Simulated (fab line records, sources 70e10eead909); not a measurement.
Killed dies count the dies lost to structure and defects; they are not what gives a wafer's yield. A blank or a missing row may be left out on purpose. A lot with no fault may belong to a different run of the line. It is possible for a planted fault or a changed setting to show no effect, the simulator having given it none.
Which of the tools did it? + flow nand-harc + 12 lots with 36 wafers sampled at 4 steps, on a route of 1159 steps

== WHAT THE GAUGES READ, wafer by wafer ==
NHARC_A_WL_FILL_INSPECT_15.
| lot  | measured     | on                | raw-defect-count |
|------|--------------|-------------------|------------------|
| L077 | day 16 17:51 | defect-inspect-02 | 300 292 240      |
| L076 | day 17 12:36 | defect-inspect-01 | 369 294 523      |
| L078 | day 17 08:48 | defect-inspect-01 | 518 875 414      |
| L081 | day 17 21:24 | defect-inspect-01 | 385 445 502      |
| L082 | day 18 14:14 | defect-inspect-01 | 475 474 421      |
| L084 | day 18 22:31 | defect-inspect-02 | 182 389 243      |
| L088 | day 19 05:47 | defect-inspect-02 | 429 323 435      |
| L089 | day 19 19:24 | defect-inspect-02 | 284 369 381      |
| L092 | day 20 08:23 | defect-inspect-01 | 359 426 404      |
| L093 | day 20 16:19 | defect-inspect-01 | 354 227 319      |
| L094 | day 21 12:49 | defect-inspect-01 | 419 519 462      |
| L096 | day 21 18:22 | defect-inspect-02 | 409 676 489      |

== WHICH TOOL RAN EACH LOT (tool, then ch and the chambers of the sampled wafers, then the start) ==
| lot  | NHARC_A_SLIT_ETCH_17             | NHARC_A_WL_FILL_ALD_00           | NHARC_A_WL_FILL_CVD_20                   |
|------|----------------------------------|----------------------------------|------------------------------------------|
| L077 | har-etch-01 ch 0,1, day 15 02:31 | ald-hk-02 ch 1,2,3, day 15 12:42 | cvd-w-01 ch 1, day 16 17:51 or earlier   |
| L076 | har-etch-02 ch 0, day 15 09:05   | ald-hk-02 ch 0,1, day 15 19:12   | cvd-w-02 ch 0,1, day 17 12:36 or earlier |
| L078 | har-etch-02 ch 0,1, day 15 13:20 | ald-hk-02 ch 0,2,3, day 15 23:50 | cvd-w-01 ch 0,1, day 17 08:48 or earlier |
| L081 | har-etch-02 ch 0,1, day 15 22:43 | ald-hk-02 ch 0,1,2, day 16 09:08 | cvd-w-02 ch 1, day 17 21:24 or earlier   |
| L082 | har-etch-02 ch 0,1, day 16 10:48 | ald-hk-02 ch 0,3, day 17 01:25   | cvd-w-01 ch 0,1, day 18 14:14 or earlier |
| L084 | har-etch-01 ch 0,1, day 17 03:44 | ald-hk-03 ch 0,1,3, day 17 13:53 | cvd-w-02 ch 0, day 18 22:31 or earlier   |
| L088 | har-etch-01 ch 1, day 17 17:46   | ald-hk-02 ch 1,2, day 18 02:34   | cvd-w-02 ch 0,1, day 19 05:47 or earlier |
| L089 | har-etch-02 ch 0,1, day 17 23:38 | ald-hk-02 ch 0,1, day 18 10:14   | cvd-w-01 ch 0,1, day 19 19:24 or earlier |
| L092 | har-etch-01 ch 1, day 18 14:54   | ald-hk-01 ch 0,1,3, day 19 01:18 | cvd-w-02 ch 0,1, day 20 08:23 or earlier |
| L093 | har-etch-01 ch 0,1, day 18 16:40 | ald-hk-02 ch 1,2, day 19 01:05   | cvd-w-02 ch 0,1, day 20 16:19 or earlier |
| L094 | har-etch-02 ch 0,1, day 19 16:49 | ald-hk-03 ch 0,3, day 20 03:57   | cvd-w-02 ch 0,1, day 21 12:49 or earlier |
| L096 | har-etch-01 ch 0,1, day 20 00:19 | ald-hk-03 ch 1,2,3, day 20 10:47 | cvd-w-02 ch 0,1, day 21 18:22 or earlier |
- NHARC_A_SLIT_ETCH_17: etches the open film in C4F8/O2/Ar, time 1687.5 s, target depth 10100 nm.
- NHARC_A_WL_FILL_ALD_00: deposits Al2O3, target thk 3 nm, pulse time 3 s, ald cycles 30.
- NHARC_A_WL_FILL_CVD_20: deposits W, target thk 75 nm, time 5064 s.

== THE ANSWER, worked out from the rows above alone ==
Rule: the lots themselves supply what counts as usual. The widest of any qualifying gaps counts: lots, ordered by their means at a reading, are off when they make up no more than a third of the lots, leave a main group of 4 or more, and stand apart from it by 3 or more times the standard deviation of that group's means. A main group is skipped when, at the precision printed for the reading in the tables above, its means are all equal. Also off: a lot with no number at a reading for which 4 or more lots have one. The other lots that the step has rows for count as sound.
No lot is off at any reading shown: from this, nothing can be told.

== WHAT THE SIMULATOR HAD PUT IN ==
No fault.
